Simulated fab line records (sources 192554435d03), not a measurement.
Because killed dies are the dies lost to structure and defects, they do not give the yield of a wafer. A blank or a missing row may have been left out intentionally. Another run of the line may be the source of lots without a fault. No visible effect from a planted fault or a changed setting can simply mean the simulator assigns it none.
Chamber matching | flow n5-finfet | rie-diel-06 running N5_WELL_APT_DESCUM_30: 4 sister chambers
The step chemistry O2, time 7.9 s. 18 wafers are shown with their chamber, then 9 later ones without.

== WAFERS PAIRED WITH THEIR CHAMBERS ==
wafer  | chamber | throttle-valve-pct (%) | showerhead-plenum-p-Torr (Torr) | oes-product-au (a.u.)
L500.1 | 1       | 20.7                   | 2.16                            | 0.74
L500.4 | 2       | 20.3                   | 2.11                            | 0.89
L500.6 | 0       | 19.9                   | 2.03                            | 0.93
L501.2 | 1       | 20.7                   | 2.16                            | 0.74
L501.4 | 0       | 19.9                   | 2.02                            | 0.93
L501.5 | 1       | 20.7                   | 2.16                            | 0.75
L506.2 | 2       | 20.3                   | 2.11                            | 0.88
L506.3 | 3       | 20.9                   | 2.20                            | 0.75
L506.4 | 1       | 20.7                   | 2.15                            | 0.74
L510.1 | 0       | 20.0                   | 2.02                            | 0.88
L510.3 | 2       | 20.3                   | 2.11                            | 0.87
L510.5 | 1       | 20.7                   | 2.15                            | 0.73
L511.2 | 3       | 20.9                   | 2.20                            | 0.73
L511.4 | 1       | 20.7                   | 2.15                            | 0.73
L511.6 | 1       | 20.7                   | 2.15                            | 0.73
L515.1 | 0       | 20.0                   | 2.01                            | 0.85
L515.4 | 2       | 20.3                   | 2.10                            | 0.83
L515.6 | 1       | 20.7                   | 2.15                            | 0.72

SIGNATURES (means of the wafers above)
reading                  | chamber 0 | chamber 1 | chamber 2 | chamber 3 | scatter within a chamber
throttle-valve-pct       | 19.950    | 20.700    | 20.300    | 20.900    | 0.0267
showerhead-plenum-p-Torr | 2.0200    | 2.1538    | 2.1075    | 2.2000    | 0.00575
oes-product-au           | 0.8975    | 0.7350    | 0.8675    | 0.7400    | 0.0232
Rule: for each reading, subtract the chamber's mean from the wafer's reading, divide by that reading's scatter and square the result; add these up over the readings and take the root, which gives the wafer's distance from the chamber. The wafer belongs to the nearest chamber; if the next one is less than 2 further off, it can't be placed. The scatter: the root of (the sum of the squares of (reading less its chamber's mean) over the shown wafers, divided by (wafers less chambers)).

== WAFERS WITH NO CHAMBER GIVEN ==
wafer  | throttle-valve-pct (%) | showerhead-plenum-p-Torr (Torr) | oes-product-au (a.u.)
L519.2 | 20.8                   | 2.14                            | 0.71
L519.4 | 20.9                   | 2.19                            | 0.73
L519.6 | 20.9                   | 2.19                            | 0.72
L521.1 | 20.9                   | 2.19                            | 0.72
L521.3 | 20.3                   | 2.10                            | 0.83
L521.6 | 20.3                   | 2.10                            | 0.83
L522.1 | 20.0                   | 2.01                            | 0.83
L522.3 | 20.8                   | 2.14                            | 0.71
L522.4 | 20.0                   | 2.01                            | 0.84

== WHICH CHAMBER EACH ONE RAN IN ==
wafer  | from the rows above | in truth
L519.2 | 1                   | 1
L519.4 | 3                   | 3
L519.6 | 3                   | 3
L521.1 | 3                   | 3
L521.3 | 2                   | 2
L521.6 | 2                   | 2
L522.1 | 0                   | 0
L522.3 | 1                   | 1
L522.4 | 0                   | 0
Correctly placed: 9 of 9. Not placeable from these rows: 0. Placed wrongly: 0.
